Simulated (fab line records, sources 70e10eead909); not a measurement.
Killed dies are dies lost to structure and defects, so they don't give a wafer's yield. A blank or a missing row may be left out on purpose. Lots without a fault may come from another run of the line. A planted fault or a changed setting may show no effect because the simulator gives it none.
Which tool did it? | flow nand_harc | 12 lots, 34 wafers sampled, at 4 steps of a route of 1302

WHAT THE GAUGES READ, wafer by wafer
The record holds no reading of a measuring or inspecting step that can be judged against a usual standard deviation.

WHICH TOOL RAN EACH LOT (tool, then ch and the chambers of the sampled wafers, then the start)
lot  | NHARC_A_CHANNEL_HOLE_D1_ETCH_20  | NHARC_A_CHANNEL_FILL_D1_ALD_03                 | NHARC_A_CHANNEL_FILL_D1_ETCHBACK_08           | NHARC_A_DECK1_JOINT_ETCHBACK_00
L940 | har_etch-01 ch 0,1, day 7 18:12  | ald_sin_batch-02 ch 0, day 10 14:22 or earlier | rie_diel-12 ch 0,2,3, day 10 14:22 or earlier | rie_si-03 ch 2,3, day 10 14:22
L941 | har_etch-01 ch 0,1, day 8 16:36  | ald_sin_batch-02 ch 0, day 11 10:02 or earlier | rie_diel-12 ch 1,2,3, day 11 10:02 or earlier | rie_si-06 ch 0,1,2, day 11 10:02
L943 | har_etch-02 ch 0, day 9 04:02    | ald_sin_batch-01 ch 0, day 11 22:17 or earlier | rie_diel-04 ch 2,3, day 11 22:17 or earlier   | rie_si-05 ch 0,1,2, day 11 22:17
L942 | har_etch-02 ch 0,1, day 9 21:58  | ald_sin_batch-02 ch 0, day 12 18:26 or earlier | rie_diel-04 ch 1,2,3, day 12 18:26 or earlier | rie_si-06 ch 0,3, day 12 18:26
L945 | har_etch-02 ch 0,1, day 10 04:46 | ald_sin_batch-01 ch 0, day 12 22:16 or earlier | rie_diel-12 ch 0,1, day 12 22:16 or earlier   | rie_si-03 ch 0,2,3, day 12 22:16
L948 | har_etch-02 ch 0,1, day 11 13:08 | ald_sin_batch-03 ch 0, day 14 10:24 or earlier | rie_diel-12 ch 1,3, day 14 10:24 or earlier   | rie_si-05 ch 0,1,3, day 14 10:24
L953 | har_etch-01 ch 0,1, day 13 14:46 | ald_sin_batch-01 ch 0, day 16 07:41 or earlier | rie_diel-04 ch 0,3, day 16 07:41 or earlier   | rie_si-05 ch 0,2, day 16 07:41
L955 | har_etch-01 ch 0,1, day 14 04:15 | ald_sin_batch-02 ch 0, day 16 20:25 or earlier | rie_diel-12 ch 1,2, day 16 20:25 or earlier   | rie_si-05 ch 0,1, day 16 20:25
L958 | har_etch-01 ch 0,1, day 15 15:41 | ald_sin_batch-02 ch 0, day 18 10:47 or earlier | rie_diel-04 ch 0,2, day 18 10:47 or earlier   | rie_si-05 ch 1,3, day 18 10:47
L959 | har_etch-02 ch 0,1, day 15 17:35 | ald_sin_batch-02 ch 0, day 18 10:47 or earlier | rie_diel-03 ch 0,1,3, day 18 10:47 or earlier | rie_si-06 ch 2,3, day 18 10:47
L960 | har_etch-02 ch 0,1, day 16 14:36 | ald_sin_batch-01 ch 0, day 19 08:06 or earlier | rie_diel-04 ch 0,3, day 19 08:06 or earlier   | rie_si-06 ch 0,1,3, day 19 08:06
L962 | har_etch-02 ch 0,1, day 16 22:56 | ald_sin_batch-01 ch 0, day 19 15:34 or earlier | rie_diel-03 ch 0,1,2, day 19 15:34 or earlier | rie_si-03 ch 0,1,3, day 19 15:34
- NHARC_A_CHANNEL_HOLE_D1_ETCH_20: etches the open film in C4F8/O2/Ar, time 361.9 s, target depth 1600 nm.
- NHARC_A_CHANNEL_FILL_D1_ALD_03: deposits SiNx, target thk 6 nm, pulse time 60 s, ald cycles 58.
- NHARC_A_CHANNEL_FILL_D1_ETCHBACK_08: etches the open film in C4F8, target depth 220 nm, time 110 s.
- NHARC_A_DECK1_JOINT_ETCHBACK_00: etches the open film in HBr, target depth 30 nm, time 17.4 s.

WHAT THE TOOLS THEMSELVES READ (means of the sampled wafers that have a number; where no wafer has one, the mark that the record gives instead)
NHARC_A_CHANNEL_HOLE_D1_ETCH_20. Usual: chamber_pressure_mTorr 19.998 mTorr, standard deviation 0.016; drypump_motor_current_A 6.36 A, standard deviation 0.22; showerhead_plenum_p_Torr 3.61 Torr, standard deviation 0.16; throttle_valve_pct 32.154 %, standard deviation 0.0087.
lot  | tool        | chamber_pressure_mTorr (mTorr) | drypump_motor_current_A (A) | showerhead_plenum_p_Torr (Torr) | throttle_valve_pct (%) | flag
L940 | har_etch-01 | 20.003                         | 6.49                        | 3.69                            | 32.155                 |
L941 | har_etch-01 | 19.985                         | 6.49                        | 3.66                            | 32.158                 |
L943 | har_etch-02 | 19.980                         | 6.47                        | 3.50                            | 32.152                 |
L942 | har_etch-02 | 20.002                         | 6.33                        | 3.46                            | 32.158                 |
L945 | har_etch-02 | 19.993                         | 6.33                        | 3.46                            | 32.152                 |
L948 | har_etch-02 | 19.982                         | 6.34                        | 3.45                            | 32.148                 |
L953 | har_etch-01 | 20.006                         | 6.48                        | 3.62                            | 32.154                 |
L955 | har_etch-01 | 19.995                         | 6.50                        | 3.63                            | 32.157                 |
L958 | har_etch-01 | 19.995                         | 6.47                        | 3.61                            | 32.151                 |
L959 | har_etch-02 | 19.997                         | 6.32                        | 3.60                            | 32.155                 |
L960 | har_etch-02 | 20.002                         | 6.17                        | 3.92                            | 32.152                 |
L962 | har_etch-02 | 20.013                         | 6.15                        | 3.92                            | 32.162                 |

NHARC_A_CHANNEL_FILL_D1_ALD_03. Usual: precursor_pulse_height_rel 1.000, standard deviation 0.021.
lot  | tool             | precursor_pulse_height_rel | flag
L940 | ald_sin_batch-02 | 1.009                      |
L941 | ald_sin_batch-02 | 0.991                      |
L943 | ald_sin_batch-01 | 0.998                      |
L942 | ald_sin_batch-02 | 0.992                      |
L945 | ald_sin_batch-01 | 1.000                      |
L948 | ald_sin_batch-03 | 0.998                      |
L953 | ald_sin_batch-01 | 1.002                      |
L955 | ald_sin_batch-02 | 0.998                      |
L958 | ald_sin_batch-02 | 1.013                      |
L959 | ald_sin_batch-02 | 1.022                      |
L960 | ald_sin_batch-01 | 0.993                      |
L962 | ald_sin_batch-01 | 1.017                      |

NHARC_A_CHANNEL_FILL_D1_ETCHBACK_08. Usual: chamber_pressure_mTorr 25.001 mTorr, standard deviation 0.024; oes_product_au 0.94 a.u., standard deviation 0.034; rf_fwd_power_W 596.5 W, standard deviation 1.9; rf_vpp_V 441.5 V, standard deviation 2.6; run_length_s 131.5 s, standard deviation 0.41.
lot  | tool        | chamber_pressure_mTorr (mTorr) | oes_product_au (a.u.) | rf_fwd_power_W (W) | rf_vpp_V (V) | run_length_s (s) | flag
L940 | rie_diel-12 | 25.028                         | 0.92                  | 597.0              | 442.2        | 131.4            |
L941 | rie_diel-12 | 25.003                         | 0.92                  | 596.1              | 444.1        | 131.2            |
L943 | rie_diel-04 | 25.006                         | 0.93                  | 597.6              | 438.1        | 131.4            |
L942 | rie_diel-04 | 25.001                         | 0.93                  | 597.9              | 438.7        | 131.7            |
L945 | rie_diel-12 | 25.011                         | 0.99                  | 595.8              | 441.8        | 131.6            |
L948 | rie_diel-12 | 25.001                         | 0.91                  | 595.1              | 443.9        | 131.5            |
L953 | rie_diel-04 | 24.991                         | 1.00                  | 596.4              | 440.4        | 131.4            |
L955 | rie_diel-12 | 24.998                         | 0.99                  | 597.2              | 445.4        | 131.8            |
L958 | rie_diel-04 | 24.995                         | 0.94                  | 598.0              | 439.5        | 131.2            |
L959 | rie_diel-03 | 25.011                         | 0.92                  | 596.3              | 441.5        | 131.5            |
L960 | rie_diel-04 | 25.012                         | 0.92                  | 595.3              | 438.6        | 131.8            |
L962 | rie_diel-03 | 25.037                         | 0.92                  | 597.2              | 443.1        | 131.9            |

NHARC_A_DECK1_JOINT_ETCHBACK_00. Usual: chamber_pressure_mTorr 14.999 mTorr, standard deviation 0.013; drypump_motor_current_A 5.6 A, standard deviation 0.49; oes_product_au 1.002 a.u., standard deviation 0.0095; rf_fwd_power_W 342.8 W, standard deviation 1.9; run_length_s 38.6 s, standard deviation 0.48; throttle_valve_pct 23.267 %, standard deviation 0.0086.
lot  | tool      | chamber_pressure_mTorr (mTorr) | drypump_motor_current_A (A) | oes_product_au (a.u.) | rf_fwd_power_W (W) | run_length_s (s) | throttle_valve_pct (%) | flag
L940 | rie_si-03 | 15.001                         | 5.5                         | 1.019                 | 343.6              | 37.8             | 23.266                 |
L941 | rie_si-06 | 14.992                         | 6.2                         | 0.996                 | 342.0              | 38.7             | 23.260                 |
L943 | rie_si-05 | 15.002                         | 5.4                         | 0.996                 | 342.1              | 38.7             | 23.271                 |
L942 | rie_si-06 | 14.991                         | 5.7                         | 0.991                 | 342.2              | 39.1             | 23.265                 |
L945 | rie_si-03 | 15.008                         | 5.4                         | 1.014                 | 342.7              | 38.2             | 23.271                 |
L948 | rie_si-05 | 14.999                         | 5.5                         | 1.009                 | 345.0              | 38.6             | 23.275                 |
L953 | rie_si-05 | 15.003                         | 5.2                         | 1.002                 | 341.8              | 38.5             | 23.270                 |
L955 | rie_si-05 | 15.003                         | 5.5                         | 0.999                 | 340.4              | 37.5             | 23.261                 |
L958 | rie_si-05 | 14.997                         | 5.7                         | 1.004                 | 344.5              | 37.5             | 23.258                 |
L959 | rie_si-06 | 15.001                         | 6.3                         | 1.003                 | 341.5              | 39.2             | 23.261                 |
L960 | rie_si-06 | 14.995                         | 5.8                         | 1.006                 | 342.3              | 38.8             | 23.277                 |
L962 | rie_si-03 | 14.998                         | 5.1                         | 1.002                 | 342.7              | 38.9             | 23.280                 |

THE ANSWER, worked out from the rows above alone
Rule: a lot is off if the mean of its wafers that have a number lies more than 3 standard deviations from the usual mean. A lot without any number at a reading at which 4 lots or more have one is off too. The other lots that the step has rows for count as sound. The gauges are gone through in route order, then the tools' own readings, and for those a lot's mean is taken as printed above. The first step at which some lot is off is used, and at that step the reading that is off furthest; a lot without a number counts as furthest.
No lot is off at any reading shown: from this, nothing can be told.

WHAT THE SIMULATOR HAD PUT IN
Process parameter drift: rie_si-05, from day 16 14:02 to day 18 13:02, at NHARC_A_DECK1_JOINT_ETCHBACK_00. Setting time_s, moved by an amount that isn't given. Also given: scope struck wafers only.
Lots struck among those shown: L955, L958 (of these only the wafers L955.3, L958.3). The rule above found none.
